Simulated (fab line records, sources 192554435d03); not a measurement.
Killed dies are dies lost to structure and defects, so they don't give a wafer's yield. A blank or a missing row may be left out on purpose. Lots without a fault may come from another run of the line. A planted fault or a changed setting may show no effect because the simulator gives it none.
fab line records | flow n5_finfet
record lots=24 wafers=72 last_day=18
route steps=1938 shown MOL_CONTACT_COAG@627 BEOL_M0_SAQP@639
lots that met no fault: from a run of the same line without faults
start_h: hours from the record's first day to the start of the lot's first wafer shown | wait_h: hours since the lot's step before | " the same as in the row above | L1.1+2: a row that stands for several wafers | - no value, or no start given | * or withheld: withheld | < > ~ a bound
route shown NAME@n: a module of which the file shows steps, and the number in the route of the first | usual: mean/standard deviation of fault-free wafers | same: alike in all rows | chamber/n: place in a boat | sites: the reading at each site | _std_site: their standard deviation | _edge_site: outer sites' mean less inner sites' | radius_mm: how far each site lies from the wafer's centre | mask NAME#n: copy n | behind: the tool/chamber that last shaped the wafer | hold: why the lot was held/for how many hours/how that ended | device: the transistor (n, p or np) that didn't switch | end of line: the same wafers' tests at the end of the route | a step without rows: its recipe alone | killed: dies lost to structure and defects at the first sort, not the wafer's yield | map: a wafer's dies, x killed, . not, _ none there
set.NAME: the setting as run; set.NAME@STEP: as run at that earlier step | model.NAME: the simulator's own value behind a step, which no gauge read
steps of the route over a sample of lots; a table a step, a row a wafer
services: from which hour (start_h, from the record's first day; less than 0 if before it) a tool's chamber was out of use, for how many hours, and why
## steps
# step N5_MOL_CONTACT_COAG_CMP_52
# recipe stop_on=SiO2 t_overpolish_s=1.5 post_cmp_clean=w_dilute_nh4oh down_force_psi=4 platen_rpm=50.289 pad_velocity_m_s=1.0006 target_thk_nm=66.5
# usual motor_current_A=12.3/1.2 overpolish_run_s=1.499/0.0084 time_to_endpoint_s=11.6/2.8
# columns lot.wafer tool chamber start_h wait_h motor_current_A overpolish_run_s time_to_endpoint_s
L074.3 cmp-03 2 108.13 0.1 11.1 1.500 9.1
L074.1 " 0 " " 15.0 1.509 5.3
L074.5 " 2 " " 11.6 1.496 9.4
L075.3 cmp-04 1 113.61 0.1 13.1 1.492 9.5
L075.4 " 2 " " 12.9 1.496 12.3
L075.6 " 0 " " 11.8 1.498 12.0
L076.1 cmp-04 0 119.83 0.0 11.9 1.486 9.0
L076.3 " 3 " " 11.2 1.501 5.7
L076.6 " 0 " " 12.1 1.505 9.6
L077.1 cmp-04 0 122.96 0.0 12.7 1.503 9.8
L077.3 " 3 " " 11.5 1.487 8.0
L077.5 " 0 " " 12.0 1.481 8.3
L078.4 cmp-01 3 133.42 0.0 10.8 1.487 9.8
L078.2 " 0 " " 10.9 1.492 12.1
L078.5 " 3 " " 11.0 1.495 10.1
L079.4 cmp-04 2 135.90 0.1 12.6 1.502 16.4
L079.3 " 3 " " 11.7 1.493 7.2
L079.6 " 2 " " 12.6 1.498 17.6
L080.1 cmp-04 0 138.78 0.0 12.1 1.490 7.4
L080.2 " 1 " " 13.3 1.488 12.5
L080.6 " 1 " " 12.5 1.493 7.1
L081.4 cmp-01 3 155.68 0.1 10.3 1.494 12.4
L081.2 " 0 " " 10.5 1.497 12.7
L081.5 " 3 " " 11.0 1.499 11.1
L082.4 cmp-01 0 157.85 0.1 10.3 1.501 14.4
L082.2 " 1 " " 13.8 1.489 16.0
L082.6 " 0 " " 10.5 1.498 15.0
L083.2 cmp-01 0 159.33 0.1 10.7 1.492 14.8
L083.4 " 1 " " 14.1 1.494 11.7
L083.5 " 2 " " 12.9 1.490 13.4
L084.4 cmp-01 1 160.95 0.1 14.2 1.510 15.2
L084.3 " 2 " " 12.0 1.503 13.8
L084.1 " 3 " " 11.0 1.490 10.3
L085.3 cmp-01 2 173.27 0.1 12.2 1.493 11.8
L085.5 " 0 " " 10.3 1.501 13.1
L085.6 " 1 " " 14.8 1.507 11.6
L086.2 cmp-03 1 185.36 0.0 12.4 1.510 12.8
L086.1 " 2 " " 11.9 1.499 13.4
L086.5 " 2 " " 12.3 1.516 11.1
L087.2 cmp-04 2 187.28 0.0 12.3 1.506 17.1
L087.4 " 0 " " 12.0 1.503 12.9
L087.6 " 2 " " 12.6 1.498 15.8
L088.3 cmp-03 0 194.74 0.0 14.0 1.479 8.1
L088.2 " 3 " " 12.3 1.501 8.7
L088.5 " 0 " " 14.3 1.499 8.8
L089.2 cmp-03 0 196.56 0.1 14.2 1.505 6.2
L089.4 " 1 " " 12.1 1.498 16.6
L089.6 " 3 " " 12.1 1.502 9.5
L091.2 cmp-04 3 203.52 0.0 11.9 1.500 13.0
L091.4 " 2 " " 12.5 1.502 21.0
L091.6 " 3 " " 11.9 1.503 12.2
L090.1 cmp-01 2 203.79 0.1 12.4 1.500 10.6
L090.6 " 1 " " 14.7 1.509 10.1
L090.5 " 2 " " 12.4 1.514 12.9
L092.2 cmp-03 0 211.68 0.0 14.3 1.497 9.4
L092.6 " 0 " " 14.6 1.504 5.7
L092.5 " 1 " " 11.9 1.510 14.0
L093.4 cmp-01 3 219.26 0.0 11.3 1.491 11.7
L093.3 " 1 " " 14.7 1.498 14.3
L093.5 " 0 " " 10.9 1.514 13.9
L094.4 cmp-03 2 228.33 0.0 12.1 1.512 12.0
L094.6 " 2 " " 11.0 1.498 12.4
L094.5 " 3 " " 12.7 1.504 13.3
L095.1 cmp-01 0 228.60 0.2 10.4 1.503 13.7
L095.6 " 2 " " 12.1 1.495 12.9
L095.5 " 3 " " 11.4 1.502 11.1
L097.4 cmp-03 3 240.05 0.0 12.0 1.495 7.0
L097.1 " 1 " " 13.1 1.502 13.9
L097.5 " 0 " " 14.0 1.495 6.7
L096.2 cmp-04 2 240.37 0.0 12.5 1.496 17.0
L096.1 " 3 " " 11.8 1.487 10.1
L096.3 " 1 " " 13.5 1.503 13.4
# step N5_BEOL_M0_SAQP_THK_MEAS_05
# usual thk_nm=59.9/1
# columns lot.wafer tool chamber start_h wait_h thk_nm
L074.1 film_metro-01 - 113.26 0.1 60.1
L074.3 " - " " 59.7
L074.5 " - " " 60.6
L075.3 film_metro-02 - 118.21 0.1 57.0
L075.4 " - " " 60.5
L075.6 " - " " 58.7
L076.1 film_metro-02 - 125.29 0.1 60.8
L076.3 " - " " 60.7
L076.6 " - " " 61.7
L077.1 film_metro-01 - 127.54 0.1 59.4
L077.3 " - " " 59.5
L077.5 " - " " 60.6
L078.2 film_metro-02 - 137.86 0.1 59.4
L078.4 " - " " 60.4
L078.5 " - " " 60.4
L079.3 film_metro-02 - 140.54 0.1 60.6
L079.4 " - " " 61.3
L079.6 " - " " 62.3
L080.1 film_metro-02 - 143.51 0.1 60.5
L080.2 " - " " 60.5
L080.6 " - " " 61.8
L081.2 film_metro-02 - 159.81 0.1 60.0
L081.4 " - " " 60.7
L081.5 " - " " 59.6
L082.2 film_metro-02 - 163.14 0.1 60.2
L082.4 " - " " 60.5
L082.6 " - " " 60.8
L084.1 film_metro-02 - 165.79 0.1 59.0
L084.3 " - " " 59.3
L084.4 " - " " 60.0
L083.2 film_metro-02 - 165.89 0.1 58.5
L083.4 " - " " 59.1
L083.5 " - " " 59.6
L085.3 film_metro-02 - 179.07 0.1 59.0
L085.5 " - " " 61.0
L085.6 " - " " 60.6
L086.1 film_metro-02 - 192.77 0.1 59.9
L086.2 " - " " 60.1
L086.5 " - " " 60.7
L087.2 film_metro-02 - 193.81 0.1 60.7
L087.4 " - " " 60.6
L087.6 " - " " 60.8
L088.2 film_metro-02 - 200.38 0.1 59.4
L088.3 " - " " 59.9
L088.5 " - " " 61.1
L089.2 film_metro-02 - 202.83 0.1 59.4
L089.4 " - " " 58.6
L089.6 " - " " 60.3
L091.2 film_metro-02 - 209.07 0.1 57.5
L091.4 " - " " 58.8
L091.6 " - " " 58.9
L090.1 film_metro-01 - 212.28 0.1 60.1
L090.5 " - " " 59.0
L090.6 " - " " 60.0
L092.2 film_metro-01 - 218.24 0.1 61.0
L092.5 " - " " 61.3
L092.6 " - " " 60.5
L093.3 film_metro-02 - 225.05 0.1 61.2
L093.4 " - " " 61.0
L093.5 " - " " 61.4
L094.4 film_metro-02 - 233.53 0.0 60.0
L094.5 " - " " 58.6
L094.6 " - " " 59.5
L095.1 film_metro-02 - 238.68 0.1 59.0
L095.5 " - " " 59.7
L095.6 " - " " 59.6
L097.1 film_metro-01 - 244.67 0.1 59.5
L097.4 " - " " 60.6
L097.5 " - " " 59.5
L096.1 film_metro-02 - 247.51 0.1 58.9
L096.2 " - " " 59.1
L096.3 " - " " 57.9
# step N5_BEOL_M0_SAQP_DESCUM_19
# recipe chemistry=O2 time_s=7.9 source_power_w=50 bias_power_w=20 pressure_mtorr=20 rf_frequency_hz=2.712e+07 temp_c=40 resist=CAR-ArF o2_flow_sccm=225
# usual bias_power_w=20.00/0.057 drypump_motor_current_A=5.6/0.44 oes_product_au=0.77/0.083 rf_vpp_V=242.9/1.3 showerhead_plenum_p_Torr=2.07/0.069 throttle_valve_pct=20.46/0.29
# columns lot.wafer tool chamber start_h wait_h bias_power_w drypump_motor_current_A oes_product_au rf_hours_counter_h rf_vpp_V showerhead_plenum_p_Torr throttle_valve_pct
L074.1 rie_diel-02 3 113.88 0.1 20.01 5.0 0.79 115 240.0 2.00 20.76
L074.3 " 1 " " 20.03 6.0 0.88 50 243.4 2.05 20.16
L074.5 " 0 " " 19.96 5.9 0.77 - 243.9 2.07 20.63
L075.3 rie_diel-06 0 118.77 0.0 19.96 5.3 0.89 35 243.5 2.06 20.72
L075.4 " 3 " " 19.94 5.3 0.76 - 241.7 1.98 20.55
L075.6 " 0 " " 20.06 5.3 0.89 - 242.0 2.06 20.70
L076.1 rie_diel-06 0 126.08 0.2 19.91 5.3 0.89 38 242.9 2.06 20.71
L076.3 " 1 " " 20.01 5.1 0.68 245 241.1 1.98 20.64
L076.6 " 1 " " 20.00 5.1 0.68 - 241.8 1.98 20.62
L077.1 rie_diel-06 1 127.99 0.0 19.92 5.1 0.68 245 242.2 1.98 20.63
L077.3 " 0 " " 19.93 5.3 0.88 39 243.3 2.06 20.71
L077.5 " 1 " " 20.05 5.2 0.68 - 240.1 1.98 20.61
L078.2 rie_diel-02 3 138.30 0.0 19.95 5.0 0.79 122 242.2 2.00 20.79
L078.4 " 1 " " 19.98 5.9 0.87 56 242.3 2.04 20.17
L078.5 " 2 " " 20.07 5.8 0.68 - 244.2 2.04 19.97
L079.3 rie_diel-04 1 141.11 0.0 19.98 6.5 0.80 97 244.5 2.13 20.22
L079.4 " 1 " " 20.03 6.5 0.79 - 244.1 2.13 20.21
L079.6 " 2 " " 19.99 6.1 0.70 - 242.8 2.17 20.86
L080.1 rie_diel-02 3 144.08 0.0 20.06 5.1 0.78 123 241.1 2.00 20.77
L080.2 " 2 " " 20.05 5.8 0.67 215 242.1 2.04 19.96
L080.6 " 3 " " 20.08 5.0 0.79 - 242.1 2.00 20.76
L081.2 rie_diel-02 3 160.25 0.0 20.04 5.1 0.77 127 240.7 2.00 20.79
L081.4 " 2 " " 19.95 5.8 0.67 219 242.2 2.04 19.98
L081.5 " 1 " " 19.94 5.9 0.85 - 243.5 2.04 20.18
L082.2 rie_diel-02 2 163.71 0.0 20.08 5.8 0.68 220 241.7 2.04 19.99
L082.4 " 3 " " 20.02 5.1 0.78 128 241.4 2.00 20.77
L082.6 " 1 " " 20.07 5.9 0.84 - 242.4 2.04 20.18
L084.1 rie_diel-06 0 166.25 0.0 19.98 5.3 0.86 54 242.9 2.05 20.73
L084.3 " 3 " " 20.06 5.3 0.74 159 242.4 1.98 20.54
L084.4 " 1 " " 20.06 5.1 0.99 - 245.6 2.24 20.18
L083.2 rie_diel-04 0 166.46 0.0 20.03 5.5 0.71 245 241.9 2.08 21.04
L083.4 " 2 " " 20.02 6.1 0.69 218 244.4 2.16 20.87
L083.5 " 2 " " 19.95 6.1 0.69 - 243.4 2.16 20.89
L085.3 rie_diel-06 3 179.66 0.0 19.99 5.3 0.73 166 243.1 1.98 20.57
L085.5 " 0 " " 20.07 5.3 0.86 - 242.4 2.05 20.74
L085.6 " 1 " " 19.99 5.2 0.97 - 245.8 2.23 20.19
L086.1 rie_diel-02 0 193.21 0.0 19.94 6.0 0.75 178 241.8 2.06 20.66
L086.2 " 2 " " 20.01 5.7 0.66 230 243.6 2.04 20.00
L086.5 " 2 " " 19.97 5.8 0.66 - 243.6 2.04 19.98
L087.2 rie_diel-04 2 194.38 0.0 20.00 6.1 0.69 227 245.3 2.16 20.89
L087.4 " 3 " " 20.03 5.3 0.71 - 243.8 2.16 20.30
L087.6 " 1 " " 20.00 6.5 0.78 - 242.4 2.12 20.22
L088.2 rie_diel-04 3 201.10 0.2 20.03 5.3 0.70 215 244.4 2.16 20.30
L088.3 " 3 " " 20.00 5.3 0.70 - 244.8 2.16 20.31
L088.5 " 3 " " 19.90 5.3 0.70 - 243.9 2.16 20.31
L089.2 rie_diel-02 2 203.70 0.4 20.08 5.8 0.66 233 243.9 2.04 19.99
L089.4 " 0 " " 20.01 6.0 0.75 181 244.0 2.06 20.68
L089.6 " 3 " " 19.95 5.0 0.76 - 242.2 2.00 20.79
L091.2 rie_diel-04 3 209.98 0.5 19.98 5.3 0.71 218 244.6 2.16 20.32
L091.4 " 2 " " 20.06 6.1 0.69 231 245.1 2.16 20.90
L091.6 " 0 " " 20.00 5.6 0.96 - 241.6 2.08 20.65
L090.1 rie_diel-04 1 212.75 0.0 20.04 6.5 0.77 119 244.4 2.12 20.26
L090.5 " 2 " " 19.91 6.1 0.67 - 245.6 2.16 20.91
L090.6 " 3 " " 20.02 5.3 0.70 - 242.5 2.16 20.30
L092.2 rie_diel-02 2 218.72 0.0 20.02 5.8 0.65 237 242.4 2.04 20.00
L092.5 " 3 " " 20.10 5.0 0.77 - 242.2 1.99 20.81
L092.6 " 2 " " 20.05 5.8 0.66 - 242.8 2.04 20.01
L093.3 rie_diel-06 3 225.95 0.5 20.03 5.3 0.72 - 241.0 1.97 20.58
L093.4 " 3 " " 19.96 5.3 0.72 - 240.6 1.97 20.59
L093.5 " 3 " " 19.93 5.3 0.72 - 241.7 1.97 20.60
L094.4 rie_diel-04 2 234.07 0.1 19.88 6.1 0.68 238 244.5 2.16 20.93
L094.5 " 3 " " 20.10 5.3 0.70 - 245.1 2.16 20.32
L094.6 " 2 " " 20.04 6.1 0.68 - 245.4 2.16 20.92
L095.1 rie_diel-06 2 239.27 0.0 20.07 4.8 0.90 17 242.8 2.14 20.09
L095.5 " 0 " " 19.97 5.4 0.82 - 243.0 2.05 20.75
L095.6 " 2 " " 20.00 4.8 0.90 - 243.8 2.14 20.10
L097.1 rie_diel-02 1 245.17 0.1 20.05 5.9 0.83 87 242.6 2.03 20.21
L097.4 " 0 " " 20.00 5.9 0.75 - 243.8 2.06 20.69
L097.5 " 1 " " 20.06 5.9 0.83 - 242.5 2.03 20.21
L096.1 rie_diel-06 0 248.27 0.2 19.94 5.4 0.81 81 241.2 2.05 20.75
L096.2 " 2 " " 19.99 4.8 0.90 20 243.9 2.14 20.10
L096.3 " 3 " " 19.97 5.2 0.71 194 241.0 1.97 20.63
# step N5_BEOL_M0_SAQP_ETCH_101
# recipe chemistry=CH3F/O2 target=SiNx mask_material=SiO2 target_depth_a=299 time_s=42.7 pressure_mtorr=30 source_w=395 bias_w=73 Ar_flow_sccm=150 CH3F_flow_sccm=30 O2_flow_sccm=20 ion_energy_ev=120
# usual drypump_motor_current_A=5.7/0.44 oes_f_703_au=0.76/0.075 oes_product_au=0.76/0.07 rf_vpp_V=297/8.5 showerhead_plenum_p_Torr=1.98/0.049 throttle_valve_pct=16.5/0.33
# columns lot.wafer tool chamber start_h wait_h drypump_motor_current_A oes_f_703_au oes_product_au rf_hours_counter_h rf_vpp_V showerhead_plenum_p_Torr throttle_valve_pct
L074.1 rie_diel-06 1 116.05 0.0 5.2 0.64 0.67 241 304 1.89 16.6
L074.3 " 3 " " 5.3 0.80 0.77 141 291 1.93 16.7
L074.5 " 0 " " 5.3 0.87 0.88 - 300 1.95 16.4
L075.3 rie_diel-04 1 121.57 0.0 6.5 0.77 0.81 91 316 2.00 15.9
L075.4 " 3 " " 5.3 0.73 0.72 191 301 2.09 16.3
L075.6 " 3 " " 5.3 0.73 0.73 - 300 2.09 16.4
L076.1 rie_diel-04 0 127.69 0.0 5.6 0.71 0.69 235 291 1.97 16.8
L076.3 " 3 " " 5.3 0.73 0.72 193 300 2.09 16.4
L076.6 " 2 " " 6.1 0.70 0.70 - 298 2.07 16.8
L077.1 rie_diel-02 1 129.59 0.0 5.9 0.88 0.86 54 284 1.95 16.0
L077.3 " 2 " " 5.8 0.66 0.68 210 300 1.97 16.1
L077.5 " 0 " " 6.0 0.77 0.77 - 290 2.00 16.7
L078.2 rie_diel-02 0 140.18 0.0 5.9 0.76 0.76 162 291 2.00 16.7
L078.4 " 1 " " 5.9 0.87 0.86 57 285 1.95 16.0
L078.5 " 1 " " 5.9 0.87 0.86 - 286 1.95 16.0
L079.3 rie_diel-06 3 142.89 0.2 5.3 0.80 0.76 151 290 1.93 16.7
L079.4 " 0 " " 5.3 0.84 0.86 - 301 1.95 16.4
L079.6 " 2 " " 4.8 0.66 0.67 - 293 2.07 16.6
L080.1 rie_diel-02 0 145.80 0.0 6.0 0.76 0.75 164 290 1.99 16.7
L080.2 " 1 " " 5.9 0.87 0.85 58 285 1.94 16.0
L080.6 " 0 " " 6.0 0.77 0.76 - 290 2.00 16.7
L081.2 rie_diel-04 1 161.88 0.1 6.5 0.77 0.80 103 317 1.99 16.0
L081.4 " 0 " " 5.6 0.70 0.70 243 291 1.97 16.8
L081.5 " 0 " " 5.6 0.70 0.69 - 291 1.97 16.8
L082.2 rie_diel-02 0 165.50 0.2 6.0 0.76 0.75 170 291 1.99 16.7
L082.4 " 2 " " 5.8 0.65 0.67 221 302 1.96 16.2
L082.6 " 1 " " 5.9 0.87 0.84 - 286 1.94 16.0
L084.1 rie_diel-02 3 169.14 0.2 5.1 0.78 0.78 130 302 1.94 16.8
L084.3 " 1 " " 5.9 0.86 0.84 66 285 1.94 16.0
L084.4 " 2 " " 5.7 0.65 0.66 222 302 1.96 16.1
L083.2 rie_diel-04 3 169.42 0.1 5.3 0.72 0.71 205 300 2.09 16.4
L083.4 " 1 " " 6.5 0.77 0.79 105 318 1.99 16.0
L083.5 " 1 " " 6.5 0.77 0.79 - 315 1.99 16.0
L085.3 rie_diel-02 2 181.91 0.0 5.8 0.65 0.67 227 303 1.96 16.2
L085.5 " 3 " " 5.0 0.78 0.77 - 305 1.94 16.9
L085.6 " 0 " " 6.0 0.76 0.75 - 290 1.99 16.7
L086.1 rie_diel-02 2 194.81 0.0 5.8 0.64 0.67 230 303 1.96 16.2
L086.2 " 1 " " 5.9 0.85 0.84 72 286 1.94 16.0
L086.5 " 2 " " 5.7 0.65 0.66 - 301 1.96 16.2
L087.2 rie_diel-04 3 196.07 0.0 5.3 0.71 0.70 213 302 2.08 16.4
L087.4 " 1 " " 6.5 0.76 0.78 - 316 1.99 16.0
L087.6 " 2 " " 6.1 0.69 0.68 - 298 2.06 16.8
L088.2 rie_diel-02 2 203.09 0.2 5.7 0.64 0.66 233 301 1.96 16.2
L088.3 " 3 " " 5.1 0.77 0.78 139 303 1.94 16.8
L088.5 " 0 " " 6.0 0.75 0.75 - 289 1.99 16.8
L089.2 rie_diel-06 0 207.36 0.0 5.3 0.81 0.84 67 300 1.94 16.5
L089.4 " 3 " " 5.3 0.77 0.74 - 291 1.92 16.7
L089.6 " 2 " " 4.8 0.91 0.92 - 295 2.07 16.1
L091.2 rie_diel-02 0 212.37 0.3 6.0 0.75 0.74 184 291 1.99 16.8
L091.4 " 2 " " 5.7 0.64 0.67 236 302 1.96 16.2
L091.6 " 1 " " 5.9 0.85 0.84 - 287 1.94 16.1
L090.1 rie_diel-04 1 214.47 0.0 6.5 0.75 0.77 119 316 1.99 16.0
L090.5 " 1 " " 6.5 0.75 0.78 - 316 1.99 16.0
L090.6 " 0 " " 5.6 0.95 0.94 - 291 1.96 16.4
L092.2 rie_diel-02 1 220.32 0.0 5.9 0.85 0.83 79 286 1.94 16.1
L092.5 " 2 " " 5.8 0.64 0.66 - 301 1.96 16.2
L092.6 " 3 " " 5.1 0.76 0.77 - 305 1.93 16.9
L093.3 rie_diel-02 3 228.33 0.1 5.0 0.77 0.77 146 303 1.93 16.9
L093.4 " 2 " " 5.8 0.65 0.66 241 303 1.96 16.2
L093.5 " 1 " " 5.9 0.85 0.83 - 285 1.94 16.1
L094.4 rie_diel-02 3 236.11 0.0 5.0 0.75 0.76 148 303 1.93 16.9
L094.5 " 2 " " 5.7 0.65 0.65 - 302 1.96 16.2
L094.6 " 3 " " 5.1 0.76 0.76 - 303 1.93 16.9
L095.1 rie_diel-06 3 241.19 0.0 5.3 0.76 0.73 191 291 1.91 16.8
L095.5 " 0 " " 5.3 0.81 0.81 - 299 1.94 16.5
L095.6 " 3 " " 5.3 0.76 0.73 - 291 1.91 16.8
L097.1 rie_diel-02 0 247.94 0.0 6.0 0.74 0.74 194 290 1.99 16.8
L097.4 " 0 " " 6.0 0.75 0.74 - 288 1.99 16.8
L097.5 " 2 " " 5.8 0.64 0.66 - 302 1.96 16.2
L096.1 rie_diel-02 1 249.87 0.0 5.9 0.84 0.82 89 285 1.94 16.1
L096.2 " 0 " " 6.0 0.74 0.73 194 290 1.99 16.8
L096.3 " 0 " " 6.0 0.74 0.74 - 290 1.99 16.8
# step N5_BEOL_M0_SAQP_RECESS_104
# recipe chemistry=HF/NH3 target=SiO2 target_depth_a=180 afs_cycles=3 temp_c=30 sublimation_temp_c=180 sublimation_time_s=60
# usual drypump_motor_current_A=5.9/0.78
# columns lot.wafer tool chamber start_h wait_h drypump_motor_current_A
L074.1 vapor_etch-01 1 117.57 1.4 5.7
L074.3 " 0 " " 6.2
L074.5 " 0 " " 6.2
L075.3 vapor_etch-01 0 122.55 0.8 6.2
L075.4 " 1 " " 5.7
L075.6 " 1 " " 5.7
L076.1 vapor_etch-01 1 127.91 0.1 5.7
L076.3 " 1 " " 5.8
L076.6 " 1 " " 5.8
L077.1 vapor_etch-01 0 131.32 1.6 6.2
L077.3 " 0 " " 6.2
L077.5 " 0 " " 6.2
L078.2 vapor_etch-02 0 140.40 0.1 6.8
L078.4 " 0 " " 6.8
L078.5 " 1 " " 4.7
L079.3 vapor_etch-02 1 143.27 0.2 4.7
L079.4 " 0 " " 6.9
L079.6 " 0 " " 6.8
L080.1 vapor_etch-02 1 146.02 0.1 4.7
L080.2 " 0 " " 6.8
L080.6 " 0 " " 6.8
L081.2 vapor_etch-01 1 162.36 0.3 5.7
L081.4 " 1 " " 5.7
L081.5 " 1 " " 5.7
L082.2 vapor_etch-01 1 165.72 0.1 5.8
L082.4 " 0 " " 6.2
L082.6 " 0 " " 6.2
L084.1 vapor_etch-01 1 169.36 0.1 5.7
L084.3 " 0 " " 6.2
L084.4 " 1 " " 5.7
L083.2 vapor_etch-01 1 169.72 0.1 5.8
L083.4 " 0 " " 6.2
L083.5 " 0 " " 6.1
L085.3 vapor_etch-01 0 182.25 0.2 6.2
L085.5 " 0 " " 6.2
L085.6 " 1 " " 5.7
L086.1 vapor_etch-02 0 195.24 0.3 6.8
L086.2 " 1 " " 4.7
L086.5 " 1 " " 4.7
L087.2 vapor_etch-02 0 196.29 0.1 6.8
L087.4 " 0 " " 6.9
L087.6 " 0 " " 6.8
L088.2 vapor_etch-01 0 203.31 0.1 6.1
L088.3 " 1 " " 5.7
L088.5 " 0 " " 6.2
L089.2 vapor_etch-02 0 207.57 0.1 6.8
L089.4 " 0 " " 6.9
L089.6 " 1 " " 4.7
L091.2 vapor_etch-02 0 212.58 0.1 6.8
L091.4 " 1 " " 4.7
L091.6 " 1 " " 4.7
L090.1 vapor_etch-02 0 214.69 0.1 6.8
L090.5 " 0 " " 6.8
L090.6 " 1 " " 4.7
L092.2 vapor_etch-01 1 220.66 0.2 5.7
L092.5 " 1 " " 5.7
L092.6 " 0 " " 6.2
L093.3 vapor_etch-02 0 228.67 0.2 6.8
L093.4 " 1 " " 4.7
L093.5 " 1 " " 4.7
L094.4 vapor_etch-02 1 236.45 0.2 4.7
L094.5 " 0 " " 6.8
L094.6 " 1 " " 4.7
L095.1 vapor_etch-01 1 241.41 0.1 5.7
L095.5 " 0 " " 6.1
L095.6 " 1 " " 5.7
L097.1 vapor_etch-02 1 248.16 0.1 4.7
L097.4 " 0 " " 6.8
L097.5 " 0 " " 6.8
L096.1 vapor_etch-02 1 250.13 0.1 4.7
L096.2 " 0 " " 6.8
L096.3 " 0 " " 6.8
# step N5_BEOL_M0_SAQP_SPACER2_ALD_26
# recipe material=SiO2 target_thk_a=150 temp_c=300 ald_precursor_family=BDEAS ald_co_reactant=O2-plasma pulse_time_s=1 purge_time_s=2 co_reactant_purge_time_s=2 pressure_torr=2
# usual heater_power_outer_w=255/22 heater_power_w=460/36 precursor_pulse_height_rel=0.998/0.021 susceptor_temp_C=300.01/0.18
# columns lot.wafer tool chamber start_h wait_h heater_power_outer_w heater_power_w precursor_pulse_height_rel susceptor_temp_C
L074.1 ald_sin-01 3 120.02 0.1 279 467 1.007 300.16
L074.3 " 0 " " 246 447 0.999 300.23
L074.5 " 3 " " 275 472 0.998 300.04
L075.3 ald_sin-04 2 123.35 0.1 252 465 0.977 299.91
L075.4 " 0 " " 259 509 1.012 300.04
L075.6 " 2 " " 246 461 1.017 300.31
L076.1 ald_sin-02 2 129.22 0.3 197 369 0.974 299.85
L076.3 " 0 " " 239 432 0.986 300.06
L076.6 " 1 " " 274 511 0.988 300.07
L077.1 ald_sin-02 0 132.23 0.1 235 447 1.002 299.98
L077.3 " 1 " " 273 504 0.985 299.81
L077.5 " 0 " " 235 455 0.974 299.97
L078.2 ald_sin-02 2 141.15 0.1 200 361 1.017 299.61
L078.4 " 1 " " 273 522 0.985 299.87
L078.5 " 1 " " 278 522 1.020 299.84
L079.3 ald_sin-01 0 144.06 0.1 263 438 1.002 300.18
L079.4 " 3 " " 274 478 0.981 300.14
L079.6 " 0 " " 260 441 0.989 300.12
L080.1 ald_sin-02 2 146.89 0.1 197 353 0.986 299.92
L080.2 " 3 " " 233 432 1.006 300.10
L080.6 " 1 " " 278 526 0.991 299.96
L081.2 ald_sin-01 3 163.12 0.1 283 492 0.993 299.90
L081.4 " 3 " " 288 472 0.922 300.27
L081.5 " 0 " " 261 444 1.011 300.02
L082.2 ald_sin-01 3 167.13 0.8 282 475 1.018 299.92
L082.4 " 2 " " 283 457 0.953 299.96
L082.6 " 0 " " 254 446 1.023 299.79
L084.1 ald_sin-04 0 170.46 0.1 254 497 1.010 299.86
L084.3 " 2 " " 250 458 0.982 300.19
L084.4 " 1 " " 266 499 0.986 299.94
L083.2 ald_sin-01 0 170.94 0.1 253 445 0.974 300.43
L083.4 " 3 " " 282 489 0.980 299.81
L083.5 " 0 " " 258 440 0.973 300.04
L085.3 ald_sin-01 0 185.21 2.4 256 440 1.006 300.03
L085.5 " 2 " " 275 470 0.978 299.84
L085.6 " 3 " " 273 475 1.007 300.02
L086.1 ald_sin-02 1 196.00 0.1 263 475 1.013 299.98
L086.2 " 2 " " 189 353 0.987 299.99
L086.5 " 3 " " 228 426 1.010 300.37
L087.2 ald_sin-04 0 197.05 0.1 257 503 0.995 299.85
L087.4 " 3 " " 269 448 1.011 300.08
L087.6 " 1 " " 266 480 1.039 299.75
L088.2 ald_sin-04 0 204.18 0.1 262 507 1.007 299.99
L088.3 " 3 " " 265 454 1.022 299.95
L088.5 " 3 " " 274 471 0.984 299.99
L089.2 ald_sin-04 3 208.34 0.1 273 452 1.003 299.90
L089.4 " 0 " " 264 500 1.020 299.90
L089.6 " 3 " " 276 467 1.010 299.94
L091.2 ald_sin-04 1 213.34 0.1 259 480 0.989 300.08
L091.4 " 0 " " 255 500 0.984 300.19
L091.6 " 0 " " 251 508 0.979 300.19
L090.1 ald_sin-02 3 215.46 0.1 229 419 0.934 300.07
L090.5 " 3 " " 226 434 0.960 300.30
L090.6 " 0 " " 238 437 1.003 300.19
L092.2 ald_sin-04 3 221.41 0.1 272 456 1.004 299.90
L092.5 " 1 " " 268 493 0.966 300.21
L092.6 " 0 " " 253 506 0.971 299.67
L093.3 ald_sin-02 2 229.50 0.1 188 357 1.002 299.95
L093.4 " 0 " " 241 451 0.995 299.66
L093.5 " 0 " " 237 457 1.019 299.74
L094.4 ald_sin-04 0 237.34 0.3 262 502 0.966 299.61
L094.5 " 3 " " 273 461 0.977 300.26
L094.6 " 2 " " 255 473 0.995 299.72
L095.1 ald_sin-01 1 242.16 0.1 264 439 0.989 299.92
L095.5 " 2 " " 269 458 1.018 299.94
L095.6 " 1 " " 262 446 1.029 300.19
L097.1 ald_sin-04 3 248.91 0.1 279 463 0.997 300.19
L097.4 " 0 " " 262 508 1.004 300.20
L097.5 " 0 " " 259 503 1.023 300.35
L096.1 ald_sin-02 1 251.18 0.4 266 481 0.992 300.11
L096.2 " 3 " " 230 424 0.990 299.90
L096.3 " 0 " " 244 450 0.977 300.08
## services
# columns tool chamber start_h hours kind
ald_sin-01 - 85.30 14.0 pm
rie_diel-02 3 87.44 2.6 repair
vapor_etch-02 - 104.60 29.9 repair
rie_diel-04 2 109.23 1.6 repair
rie_diel-06 2 112.41 19.7 repair
rie_diel-04 0 138.95 5.4 repair
cmp-01 - 138.97 12.9 pm
cmp-01 - 152.89 1.3 repair
cmp-04 - 157.62 7.9 pm
ald_sin-04 - 170.99 6.1 pm
rie_diel-02 1 177.11 5.9 repair
ald_sin-02 - 177.62 14.0 pm
rie_diel-06 1 184.00 81.3 repair
rie_diel-02 3 191.84 6.5 repair
rie_diel-04 2 198.53 2.8 repair
ald_sin-02 0 203.30 2.6 repair
rie_diel-06 2 218.19 13.6 repair
rie_diel-06 0 220.16 6.2 repair
ald_sin-02 - 232.28 1.2 repair
ald_sin-04 1 233.35 5.2 repair
ald_sin-04 - 236.40 0.5 repair
cmp-04 - 242.38 4.0 pm
rie_diel-02 3 243.66 9.1 repair
rie_diel-02 2 249.10 3.6 repair
## key
fault none
